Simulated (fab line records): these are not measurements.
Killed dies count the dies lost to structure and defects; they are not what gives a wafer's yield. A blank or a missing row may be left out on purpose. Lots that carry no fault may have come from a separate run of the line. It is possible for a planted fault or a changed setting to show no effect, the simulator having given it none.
The tool behind it: which one?	flow n5-finfet	11 lots, 31 wafers sampled, at 5 steps of a route of 1938

WHAT EACH GAUGE READ, for each wafer
N5_BEOL_M4_RS_MEAS_58: measurement is done with a four-point probe. Usual: M4_RS 0.68 ohm/sq, standard deviation 0.032.
lot	measured	on	M4_RS (ohm/sq)	flag
L850	day 7 15:37	film-metro-01	0.65 0.69 0.67	
L852	day 8 11:50	film-metro-02	0.75 0.69 0.70	
L853	day 8 17:00	film-metro-01	0.71 0.66 0.69	
L854	day 8 20:05	film-metro-01	0.72 0.73 0.69	
L855	day 9 00:49	film-metro-02	0.61 0.68 0.62	
L856	day 9 12:40	film-metro-01	0.69 0.71	
L858	day 9 14:08	film-metro-02	0.72 0.72 0.73	
L863	day 11 05:40	film-metro-02	0.59 0.67 0.69	
L864	day 11 16:36	film-metro-01	0.67 0.67 0.69	
L870	day 12 16:56	film-metro-02	0.69 0.63	
L872	day 13 09:48	film-metro-01	0.67 0.71 0.70	

N5_BEOL_M4_RC_MEAS_101. Usual: DIBL_N 36.3 mV/V, standard deviation 1.6; DIBL_P 36.2 mV/V, standard deviation 2.1; IOFF_N 0.16 nA/um, standard deviation 0.031; IOFF_N_85C 3.1 nA/um, standard deviation 0.49; IOFF_N_LIN 0.073 nA/um, standard deviation 0.012; IOFF_N_LONG 5.47e-05 nA/um, standard deviation 2.9e-06; IOFF_P 0.21 nA/um, standard deviation 0.034; ION_N 673 uA/um, standard deviation 11; ION_P 461 uA/um, standard deviation 7.4; SS_N 71.6 mV/dec, standard deviation 0.55; SS_P 73.3 mV/dec, standard deviation 0.66; VT_N 251 mV, standard deviation 3.2; VT_N_LONG 275.2 mV, standard deviation 2.1; VT_N_LVT 99 mV, standard deviation 3.5; VT_P -251 mV, standard deviation 3.5.
lot	measured	on	DIBL_N (mV/V)	DIBL_P (mV/V)	IOFF_N (nA/um)	IOFF_N_85C (nA/um)	IOFF_N_LIN (nA/um)	IOFF_N_LONG (nA/um)	IOFF_P (nA/um)	ION_N (uA/um)	ION_P (uA/um)	SS_N (mV/dec)	SS_P (mV/dec)	VT_N (mV)	VT_N_LONG (mV)	VT_N_LVT (mV)	VT_P (mV)	flag
L850	day 7 15:59	prober-02	36.3 36.8 38.4	36.0 36.5 37.9	0.14 0.14 0.17	2.9 2.9 3.4	0.069 0.068 0.078	5.3e-05 5.02e-05 5.15e-05	0.21 0.21 0.25	683 665 676	471 462 464	71.0 71.5 71.2	73.8 73.4 74.0	254 253 250	278.0 276.6 274.8	100 101 98	-254 -253 -251	
L852	day 8 12:02	prober-01	37.1 34.0 35.2	37.1 33.1 35.2	0.18 0.12 0.15	3.6 2.6 3.0	0.084 0.060 0.073	5.63e-05 5.7e-05 5.61e-05	0.21 0.16 0.18	673 648 679	458 447 456	72.1 71.8 72.0	74.2 72.7 73.1	248 254 250	273.2 269.2 270.9	96 103 98	-250 -255 -254	
L853	day 8 17:03	prober-02	36.0 38.8 38.9	35.8 39.2 39.4	0.14 0.20 0.19	2.8 3.9 3.6	0.064 0.087 0.083	5.48e-05 5.52e-05 5.45e-05	0.22 0.28 0.28	661 679 675	460 467 473	72.0 71.9 72.2	73.4 74.3 74.7	255 249 248	277.6 274.6 275.1	105 100 101	-250 -244 -244	
L854	day 8 20:27	prober-01	34.0 35.5 32.7	34.1 35.7 32.4	0.12 0.15 0.11	2.5 2.9 2.2	0.062 0.068 0.054	5.86e-05 5.81e-05 5.83e-05	0.20 0.21 0.18	665 666 669	465 461 468	70.5 70.8 70.6	73.1 73.2 72.9	253 251 256	272.9 273.1 272.3	102 101 105	-249 -247 -252	
L855	day 9 00:52	prober-01	39.4 39.9 40.0	39.1 40.1 39.6	0.25 0.24 0.26	4.3 4.2 4.6	0.099 0.098 0.103	5.86e-05 5.79e-05 5.77e-05	0.27 0.28 0.28	681 683 683	460 461 464	72.0 72.9 72.5	74.2 74.2 73.5	244 245 246	273.4 273.5 272.7	92 94 92	-247 -247 -248	
L856	day 9 13:11	prober-01	34.9 36.1	34.1 35.5	0.12 0.14	2.5 2.8	0.059 0.065	5.23e-05 5.27e-05	0.17 0.18	655 669	452 454	70.8 71.9	72.7 72.6	253 255	278.2 277.1	102 101	-255 -254	
L858	day 9 14:40	prober-02	34.8 36.3 37.1	35.7 37.0 38.3	0.14 0.16 0.18	2.7 3.1 3.4	0.066 0.077 0.083	5.81e-05 5.81e-05 5.72e-05	0.18 0.19 0.22	652 679 665	452 461 455	70.9 71.2 71.7	72.8 73.4 74.2	247 250 246	274.6 273.6 272.9	99 96 95	-252 -254 -250	
L863	day 11 05:43	prober-01	36.4 35.1 38.9	38.2 35.3 40.0	0.01 0.01 0.01	0.2 0.2 0.3	0.003 0.003 0.004	2.11e-05 2.22e-05 2.14e-05	0.25 0.19 0.27	481 470 479	474 457 467	71.8 71.4 72.6	73.9 73.2 74.5	338 341 339	366.0 366.2 366.8	188 193 186	-248 -250 -250	OFF
L864	day 11 16:39	prober-02	36.4 34.2 34.8	34.9 32.6 34.5	0.01 0.00 0.01	0.2 0.2 0.2	0.003 0.002 0.003	2.22e-05 2.22e-05 2.19e-05	0.19 0.16 0.19	473 451 462	457 451 459	71.6 71.2 70.7	72.7 71.4 73.0	338 347 345	369.9 366.7 364.0	192 194 191	-251 -251 -252	OFF
L870	day 12 17:08	prober-01	36.8 38.1	35.2 37.4	0.15 0.17	2.8 3.2	0.067 0.077	5.12e-05 5.16e-05	0.19 0.21	667 689	454 464	71.3 71.6	73.0 74.0	253 246	277.6 276.9	103 100	-254 -253	
L872	day 13 10:01	prober-01	37.9 39.1 39.1	38.5 41.1 41.7	0.19 0.23 0.25	3.5 4.2 4.4	0.082 0.101 0.107	5.55e-05 5.43e-05 5.58e-05	0.23 0.28 0.29	687 697 708	466 472 478	71.7 73.3 72.5	74.6 74.0 74.3	248 245 243	273.7 275.8 274.5	97 92 92	-249 -248 -248	

N5_BEOL_M5_THK_MEAS_01. Usual: M5_ILD_THK 121.6 nm, standard deviation 1.7.
lot	measured	on	M5_ILD_THK (nm)	flag
L850	day 7 17:14	film-metro-02	122.9 124.2 121.5	
L852	day 8 13:25	film-metro-02	120.7 123.4 122.6	
L853	day 8 18:35	film-metro-01	120.5 120.1 122.3	
L854	day 8 21:40	film-metro-01	119.2 123.1 122.9	
L855	day 9 02:53	film-metro-01	121.7 121.9 124.6	
L856	day 9 14:16	film-metro-02	121.6 122.3	
L858	day 9 16:14	film-metro-02	123.5 123.7 122.4	
L863	day 11 07:14	film-metro-01	117.9 119.0 119.7	
L864	day 11 18:11	film-metro-01	119.7 124.0 122.1	
L870	day 12 18:31	film-metro-01	120.8 124.4	
L872	day 13 11:23	film-metro-01	119.8 119.1 120.6	

WHAT TOOL EACH LOT RAN ON (gives the tool, then ch and the chambers of the sampled wafers, and finally the start)
lot	N5_HKMG_FIN_WET_ETCH_18	N5_BEOL_M4_PRE_CLEAN_60
L850	wet-bench-03 ch 2,4,5, day 4 08:45	cvd-co-01 ch 0,1,2, day 7 15:22
L852	wet-bench-02 ch 3,5,6, day 4 22:48	cvd-co-02 ch 0,1, day 8 11:37
L853	wet-bench-02 ch 0,1,5, day 5 06:14	cvd-co-01 ch 0,1,2, day 8 16:44
L854	wet-bench-02 ch 0,1,3, day 5 09:44	cvd-co-01 ch 0,1, day 8 19:52
L855	wet-bench-03 ch 2,3,7, day 5 15:52	cvd-co-01 ch 2, day 9 00:32
L856	wet-bench-02 ch 3,6, day 5 23:43	cvd-co-02 ch 0,2, day 9 12:26
L858	wet-bench-06 ch 1,2,4, day 6 08:38	cvd-co-01 ch 0,1,2, day 9 13:55
L863	wet-bench-03 ch 0,3,4, day 7 16:22	cvd-co-01 ch 0,1,2, day 11 05:26
L864	wet-bench-03 ch 0,4,5, day 8 01:13	cvd-co-02 ch 0,1,2, day 11 16:23
L870	wet-bench-06 ch 1,5, day 9 08:33	cvd-co-01 ch 1, day 12 16:42
L872	wet-bench-06 ch 0,2,3, day 9 21:28	cvd-co-02 ch 0,1,2, day 13 09:35
- N5_HKMG_FIN_WET_ETCH_18: etches TiN in SC1, time 55 s, target depth 5.2 nm, rinse time 30 s.
- N5_BEOL_M4_PRE_CLEAN_60: time 15 s.

AS READ BY THE TOOLS THEMSELVES (means over the sampled wafers that have a number; for cases with no such wafer, the mark the record gives instead)
N5_HKMG_FIN_WET_ETCH_18. Usual: nh4oh-flow-mL-min reads 214.4 (standard deviation 0.62).
lot	tool	nh4oh-flow-mL-min	flag
L850	wet-bench-03	214.3	
L852	wet-bench-02	214.6	
L853	wet-bench-02	214.5	
L854	wet-bench-02	214.2	
L855	wet-bench-03	214.5	
L856	wet-bench-02	214.4	
L858	wet-bench-06	214.6	
L863	wet-bench-03	214.2	
L864	wet-bench-03	214.3	
L870	wet-bench-06	214.2	
L872	wet-bench-06	214.3	

N5_BEOL_M4_PRE_CLEAN_60. Usual: heater-power-w reads 75 W (standard deviation 11).
lot	tool	heater-power-w (W)	flag
L850	cvd-co-01	67	
L852	cvd-co-02	81	
L853	cvd-co-01	66	
L854	cvd-co-01	63	
L855	cvd-co-01	79	
L856	cvd-co-02	78	
L858	cvd-co-01	67	
L863	cvd-co-01	67	
L864	cvd-co-02	82	
L870	cvd-co-01	55	
L872	cvd-co-02	82	

THE ANSWER, worked out from the rows above alone
Rule: take the mean of a lot's wafers that have a number; if it is more than 3 standard deviations from the usual mean, the lot is off. A lot without any number at a reading at which 4 lots or more have one is off too. The other lots that the step has rows for count as sound. First the gauges in route order, then the tools' own readings, where a lot's mean is used as printed above. At the first step where some lot is off, the reading lying furthest off is the one used; lots without a number count as furthest.
Off: L863, L864, seen at N5_BEOL_M4_RC_MEAS_101 (VT_N_LONG).
A tool fits if, at a process step before that reading, it ran every lot that is off, and no sound lot after the first of them. Gauges at N5_BEOL_M4_RC_MEAS_101: tried the same way as those tools. One fits: N5_HKMG_FIN_WET_ETCH_18 on wet-bench-03. A fault onset in the window from L855 (day 5 15:52, its last sound lot) to L863 (day 7 16:22, its first lot off) fits.

WHAT HAD BEEN PUT IN BY THE SIMULATOR
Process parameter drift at N5_HKMG_FIN_WET_ETCH_18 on wet-bench-03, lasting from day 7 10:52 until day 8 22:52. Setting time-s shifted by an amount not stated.
Struck lots among those shown: L863, L864. The rule above found the same.
